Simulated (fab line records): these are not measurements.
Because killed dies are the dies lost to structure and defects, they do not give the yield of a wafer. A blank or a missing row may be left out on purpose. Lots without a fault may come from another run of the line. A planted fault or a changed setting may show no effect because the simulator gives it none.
Split-lot experiment | flow n5-finfet | 21 wafers read across 7 lots, on a route 1938 steps long

THE SPLIT
At N5_FIN_CUT_CUT_ETCH_26 (etches SiNx in CH3F/O2, target depth 39 nm, time 55.7 s), the setting time-s was moved away from the recipe's 55.7 s on 7 of the 21 wafers read, by -19.7% to -8.8%. All remaining wafers had this setting at the recipe value.

Reading taken at the split's own step.

THE READING
SOC_of_FIN_CUT_COAT_18.thk-nm (the simulator's own value, which no gauge read), in nm, at N5_FIN_CUT_CUT_ETCH_26 (etches SiNx in CH3F/O2, target depth 39 nm, time 55.7 s). No usual value for it is given in the file. Here, 14 wafers ran the recipe; their average is 211.4 nm with a standard deviation of 0.56 nm.

wafer  | tool, chamber at the split | time-s as run, s | against the recipe | SOC_of_FIN_CUT_COAT_18.thk-nm, nm | against lot-mates on the recipe
L075.1 | rie-diel-01, 0             | 55.7             | recipe             | 211.2                             | -
L075.4 | rie-diel-01, 1             | 50.04            | -10.2%             | 212.8                             | +1.4
L075.5 | rie-diel-01, 3             | 55.7             | recipe             | 211.6                             | -
L080.3 | rie-diel-05, 3             | 44.7             | -19.7%             | 215.4                             | +3.4
L080.4 | rie-diel-05, 0             | 44.7             | -19.7%             | 215.2                             | +3.2
L080.6 | rie-diel-05, 3             | 55.7             | recipe             | 212                               | -
L083.3 | rie-diel-01, 1             | 55.7             | recipe             | 211                               | -
L083.5 | rie-diel-01, 3             | 55.7             | recipe             | 211.8                             | -
L083.6 | rie-diel-01, 0             | 55.7             | recipe             | 211.6                             | -
L084.1 | rie-diel-04, 1             | 55.7             | recipe             | 211.8                             | -
L084.2 | rie-diel-04, 3             | 55.7             | recipe             | 212.2                             | -
L084.5 | rie-diel-04, 3             | 55.7             | recipe             | 211.4                             | -
L085.4 | rie-diel-04, 1             | 55.7             | recipe             | 210.6                             | -
L085.5 | rie-diel-04, 1             | 50.78            | -8.8%              | 212.6                             | +2.3
L085.6 | rie-diel-04, 2             | 55.7             | recipe             | 210                               | -
L090.2 | rie-diel-05, 1             | 55.7             | recipe             | 211.8                             | -
L090.3 | rie-diel-05, 0             | 55.7             | recipe             | 211.6                             | -
L090.6 | rie-diel-05, 1             | 48.73            | -12.5%             | 213.8                             | +2.1
L092.1 | rie-diel-04, 0             | 49.57            | -11.0%             | 213.8                             | +2.6
L092.2 | rie-diel-04, 3             | 49.57            | -11.0%             | 213.6                             | +2.4
L092.4 | rie-diel-04, 1             | 55.7             | recipe             | 211.2                             | -

FIT RESULTS
A straight line over all 21 wafers: SOC_of_FIN_CUT_COAT_18.thk-nm changes by -0.192 nm for each +1% of time-s; r = -0.93; the points scatter about the line by 0.52 nm.
The same after taking each lot's own level away (the mean of its wafers on the recipe; 21 wafers): -0.178 nm for each +1%; r = -0.96; scatter 0.35 nm.
According to that fit, moving time-s by its largest amount changes the reading by 3.5 nm.
From 210.30 to 212.00 nm: that is the span of the lots' own levels, equal to 3.0 times the standard deviation above.
Consequently the slope shifts little with the lot-to-lot level, the two slopes agreeing.
Check: +3.63 nm against its lot-mates is what the line predicts for one of the wafers moved furthest among these (-19.7%) when that wafer is left out of the fit. It came out at +3.4 nm against them.

OTHER SPLITS ON THESE WAFERS
Before the reading, these wafers also passed through other splits. Each is held against what the fit with the lots' levels taken away leaves over:
other split on the same wafers        | wafers away from the commonest value | r with SOC_of_FIN_CUT_COAT_18.thk-nm (lot level and that fit taken away)
N5_WELL_APT_EXPOSE_05 dose-mj         | 4                                    | +0.21
N5_WELL_APT_DEVELOP_07 develop-time-s | 7                                    | +0.04
N5_WELL_APT_PEB_23 peb-temp-c         | 8                                    | -0.05
N5_FIN_CUT_COAT_19 spin-rpm           | 5                                    | +0.22

THE WHOLE CHAIN: every reading that the file lists as answering this split, in the file's order
step                   | what it does                                            | reading                                                                        | change (the file's fit)               | r (the file's)
N5_FIN_CUT_CUT_ETCH_26 | etches SiNx in CH3F/O2, target depth 39 nm, time 55.7 s | etch.depth-nm (the simulator's own value, which no gauge read)                 | +0.391 nm for each +1% of the setting | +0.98
N5_FIN_CUT_CUT_ETCH_26 | etches SiNx in CH3F/O2, target depth 39 nm, time 55.7 s | SOC_of_FIN_CUT_COAT_18.thk-nm (the simulator's own value, which no gauge read) | -0.181 nm for each +1% of the setting | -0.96

THE FILE'S OWN FIT
SOC_of_FIN_CUT_COAT_18.thk-nm changes by -0.181 nm for each +1% of time-s, r = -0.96.
